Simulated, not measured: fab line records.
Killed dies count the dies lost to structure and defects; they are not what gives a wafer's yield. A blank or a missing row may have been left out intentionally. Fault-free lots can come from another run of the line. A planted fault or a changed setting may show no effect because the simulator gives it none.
The tool behind it: which one?    flow nand_harc    12 lots with 36 wafers sampled at 6 steps, on a route of 1302 steps

## WHAT THE GAUGES READ, wafer by wafer
NHARC_A_BONDPAD_THK_MEAS_20: measures by xrf.
lot   measured      on             thk_nm (nm)
L643  day 24 00:07  film_metro-02  171.2 169.0 168.2
L646  day 24 16:39  film_metro-01  171.3 169.5 169.8
L644  day 24 17:51  film_metro-02  169.8 171.0 169.4
L654  day 28 11:40  film_metro-01  403.2 404.9 397.3 403.7 405.1 397.2
L651  day 28 15:22  film_metro-02  400.4 396.5 406.7 398.5 396.3 405.3
L655  day 28 21:02  film_metro-01  399.1 397.6 401.3 400.4 395.2 402.1
L659  day 30 10:17  film_metro-02  170.8 168.9 169.0
L660  day 30 17:20  film_metro-01  170.2 166.9 170.4
L661  day 31 07:54  film_metro-01  171.5 169.1 171.0
L662  day 31 14:19  film_metro-01  168.3 168.0 169.8
L663  day 31 18:41  film_metro-01  171.3 170.5 170.7
L665  day 33 10:18  film_metro-02  169.3 168.6 168.3

NHARC_END_SORT_01.
lot   measured      on         defect_limited_yield (%)  killed_at_array  killed_at_other  killed_at_periphery  killed_dies  killed_open  killed_short  sort_bin_2_pct (%)  sort_bin_3_pct (%)  sort_bin_4_pct (%)  sort_n_pass  sort_rim_yield_pct (%)  sort_yield_pct (%)
L643  day 25 05:56  prober-01  89.2 91.6 91.4            67 51 55         2 1 0            4 5 3                73 57 58     2 7 10       6 2 1         3.7 1.9 2.5         0.4 0.7 0.6         6.6 5.8 5.5         604 620 619  95 84 91                89.2 91.6 91.4
L646  day 25 22:46  prober-02  92.5 93.5 94.2            48 35 34         1 0 1            2 9 4                51 44 39     5 2 3        3 1 3         2.4 1.5 2.2         0.4 0.6 0.3         4.7 4.4 3.2         626 633 638  84 90 90                92.5 93.5 94.2
L644  day 25 22:52  prober-01  92.8 92.8 92.9            43 41 44         0 4 1            6 4 3                49 49 48     5 4 1        1 1 2         1.8 2.4 1.8         0.4 0.4 0.4         5.0 4.4 4.9         628 628 629  92 98 97                92.8 92.8 92.9
L659  day 31 17:35  prober-02  89.1 88.9 91.0            70 74 56         2 1 2            2 0 3                74 75 61     2 1 6        2 3 1         4.4 3.7 2.8         1.3 0.7 0.3         5.2 6.6 5.9         603 602 616  96 92 90                89.1 88.9 91.0
L660  day 31 21:12  prober-01  91.1 91.6 91.1            55 51 58         3 3 2            2 3 0                60 57 60     3 4 1        3 2 1         2.4 3.0 2.2         0.7 0.3 0           5.8 5.2 6.6         617 620 617  95 97 97                91.1 91.6 91.1
L661  day 32 18:13  prober-01  92.0 95.7 92.3            52 24 48         1 1 0            1 4 4                54 29 52     3 2 2        2 1 1         2.1 1.0 1.9         0.1 0.6 0.3         5.8 2.7 5.5         623 648 625  93 92 99                92.0 95.7 92.3
L662  day 33 02:01  prober-01  93.2 94.7 93.9            40 31 39         2 1 0            4 4 2                46 36 41     4 1 0        1 3 2         1.9 2.4 1.5         0.4 0.3 0.4         4.4 2.7 4.1         631 641 636  96 96 95                93.2 94.7 93.9
L663  day 33 11:23  prober-01  90.1 91.0 91.1            61 56 54         3 2 3            3 3 3                67 61 60     4 5 3        3 1 0         4.0 2.5 2.2         0.7 0.4 0.9         5.2 6.1 5.8         610 616 617  88 92 94                90.1 91.0 91.1
L665  day 34 19:15  prober-01  87.9 88.3 90.5            76 74 60         1 0 1            5 5 3                82 79 64     5 1 3        2 3 3         4.4 4.6 3.1         1.2 0.6 1.0         6.5 6.5 5.3         595 598 613  90 91 92                87.9 88.3 90.5

## TOOL THAT RAN EACH LOT (tool first, then ch and the chambers of the sampled wafers, then the start)
lot   NHARC_A_BONDPAD_CMP_29         NHARC_A_BONDPAD_ETCH_34             NHARC_A_BONDPAD_DEGAS_25      NHARC_A_BONDPAD_CMP_19
L643  cmp-01 ch 0,1,3, day 23 20:46  rie_diel-04 ch 1,3, day 23 21:51    pvd_sputter-02, day 23 22:43  cmp-04 ch 0,1,3, day 23 23:50
L646  cmp-01 ch 0,2, day 24 13:14    rie_diel-08 ch 0,2,3, day 24 14:25  pvd_sputter-02, day 24 15:15  cmp-01 ch 0,2, day 24 16:20
L644  cmp-04 ch 0,2,3, day 24 14:31  rie_diel-08 ch 0,1, day 24 15:36    pvd_sputter-01, day 24 16:27  cmp-02 ch 0,2,3, day 24 17:32
L654  cmp-02 ch 0,1,2, day 28 08:09  rie_diel-08 ch 0,1,2, day 28 09:07  pvd_sputter-02, day 28 09:58  cmp-01 ch 0,3, day 28 11:23
L651  cmp-02 ch 0,1,3, day 28 12:00  rie_diel-04 ch 0,1,2, day 28 13:07  pvd_sputter-02, day 28 13:58  cmp-04 ch 0,1,2, day 28 15:03
L655  cmp-04 ch 0,3, day 28 17:40    rie_diel-08 ch 0,1,2, day 28 18:47  pvd_sputter-03, day 28 19:38  cmp-04 ch 0,2,3, day 28 20:46
L659  cmp-02 ch 0,2,3, day 30 06:56  rie_diel-08 ch 0,1, day 30 08:02    pvd_sputter-02, day 30 08:53  cmp-02 ch 0,1,3, day 30 09:58
L660  cmp-01 ch 1,2, day 30 13:53    rie_diel-08 ch 0,2,3, day 30 14:50  pvd_sputter-02, day 30 15:43  cmp-04 ch 0,2, day 30 17:01
L661  cmp-04 ch 0,2,3, day 31 04:13  rie_diel-04 ch 1,2,3, day 31 05:29  pvd_sputter-03, day 31 06:31  cmp-04 ch 0,3, day 31 07:35
L662  cmp-04 ch 0,1,2, day 31 11:00  rie_diel-08 ch 0,2,3, day 31 12:04  pvd_sputter-01, day 31 12:55  cmp-02 ch 0,1,2, day 31 13:59
L663  cmp-04 ch 2,3, day 31 15:16    rie_diel-08 ch 0,3, day 31 16:23    pvd_sputter-01, day 31 17:18  cmp-01 ch 1,2,3, day 31 18:27
L665  cmp-02 ch 1,2,3, day 33 06:56  rie_diel-08 ch 1,2,3, day 33 08:03  pvd_sputter-02, day 33 08:54  cmp-04 ch 1,2,3, day 33 10:02
- NHARC_A_BONDPAD_CMP_29: polishes SiCN, target thk 200 nm.
- NHARC_A_BONDPAD_ETCH_34: etches the open film in N2/H2, target depth 60 nm, overetch 18 nm, time 65.91 s.
- NHARC_A_BONDPAD_DEGAS_25: time 60 s.
- NHARC_A_BONDPAD_CMP_19: polishes, t overpolish 30 s, cu recess touch 16 s, target thk 169.82 nm.

## AS READ BY THE TOOLS THEMSELVES (means over the sampled wafers that have a number; for cases with no such wafer, the mark the record gives instead)
NHARC_A_BONDPAD_CMP_29.
lot   tool    edge_zone_pressure_frac  motor_current_A (A)
L643  cmp-01  0.999                    12.9
L646  cmp-01  1.000                    13.0
L644  cmp-04  0.996                    11.7
L654  cmp-02  1.000                    14.2
L651  cmp-02  1.003                    14.0
L655  cmp-04  0.998                    11.1
L659  cmp-02  0.999                    12.8
L660  cmp-01  0.995                    12.3
L661  cmp-04  1.000                    11.9
L662  cmp-04  0.999                    11.2
L663  cmp-04  0.997                    12.9
L665  cmp-02  1.001                    13.1

NHARC_A_BONDPAD_ETCH_34.
lot   tool         drypump_motor_current_A (A)  oes_product_au (a.u.)  rf_vpp_V (V)  showerhead_plenum_p_Torr (Torr)  throttle_valve_pct (%)
L643  rie_diel-04  5.6                          1.000                  429.7         2.01                             14.171
L646  rie_diel-08  5.7                          1.002                  430.7         2.03                             14.168
L644  rie_diel-08  5.7                          0.998                  432.2         2.09                             14.174
L654  rie_diel-08  5.5                          0.997                  430.4         2.02                             14.175
L651  rie_diel-04  5.8                          1.002                  429.3         1.99                             14.171
L655  rie_diel-08  5.5                          0.996                  430.2         2.02                             14.171
L659  rie_diel-08  5.7                          0.994                  432.1         2.09                             14.166
L660  rie_diel-08  5.7                          0.999                  430.8         2.03                             14.167
L661  rie_diel-04  5.8                          0.988                  430.5         2.04                             14.174
L662  rie_diel-08  5.7                          1.002                  430.5         2.03                             14.179
L663  rie_diel-08  6.0                          0.987                  430.9         2.07                             14.169
L665  rie_diel-08  5.7                          1.001                  429.7         2.00                             14.168

NHARC_A_BONDPAD_DEGAS_25.
lot   tool            heater_power_w (W)
L643  pvd_sputter-02  465
L646  pvd_sputter-02  471
L644  pvd_sputter-01  470
L654  pvd_sputter-02  448
L651  pvd_sputter-02  463
L655  pvd_sputter-03  439
L659  pvd_sputter-02  445
L660  pvd_sputter-02  458
L661  pvd_sputter-03  514
L662  pvd_sputter-01  473
L663  pvd_sputter-01  475
L665  pvd_sputter-02  461

NHARC_A_BONDPAD_CMP_19.
lot   tool    edge_zone_pressure_frac  motor_current_A (A)  overpolish_run_s (s)
L643  cmp-04  1.006                    10.9                 29.997
L646  cmp-01  0.996                    13.1                 30.000
L644  cmp-02  0.997                    13.1                 29.992
L654  cmp-01  -                        -                    -
L651  cmp-04  -                        -                    -
L655  cmp-04  -                        -                    -
L659  cmp-02  1.002                    14.1                 30.000
L660  cmp-04  1.002                    10.0                 29.993
L661  cmp-04  0.999                    9.9                  30.002
L662  cmp-02  0.999                    13.6                 30.004
L663  cmp-01  1.000                    13.1                 30.006
L665  cmp-04  0.999                    12.2                 29.997

## THE ANSWER, worked out from the rows above alone
Rule: usual is defined by the lots themselves. Put in order of their means at a reading, lots are off if they are a third of the lots or fewer, leave a main group of 4 or more, and stand apart from it by a gap of 3 or more times the standard deviation of the main group's means; of several such gaps the widest counts. A main group whose means are all the same, to the digits that the tables above print for the reading, isn't used. A lot without any number at a reading at which 4 lots or more have one is off too. All remaining lots with rows at the step are treated as sound. First the gauges in route order, then the tools' own readings, where a lot's mean is used as printed above. The first step at which some lot is off is used, and at that step the reading that is off furthest; a lot without a number counts as furthest.
Off: L654, L651, L655 (NHARC_A_BONDPAD_THK_MEAS_20, thk_nm). Main group: mean 169.7 nm, sd 0.72.
A tool fits if, at a process step before that reading, it ran every lot that is off, and no sound lot after the first of them. Not tried: the gauges at NHARC_A_BONDPAD_THK_MEAS_20; whatever is off there is also off at NHARC_A_BONDPAD_CMP_19, on other tools, and gauge error can't account for it. None of those tried fits.

## WHAT THE SIMULATOR HAD PUT IN
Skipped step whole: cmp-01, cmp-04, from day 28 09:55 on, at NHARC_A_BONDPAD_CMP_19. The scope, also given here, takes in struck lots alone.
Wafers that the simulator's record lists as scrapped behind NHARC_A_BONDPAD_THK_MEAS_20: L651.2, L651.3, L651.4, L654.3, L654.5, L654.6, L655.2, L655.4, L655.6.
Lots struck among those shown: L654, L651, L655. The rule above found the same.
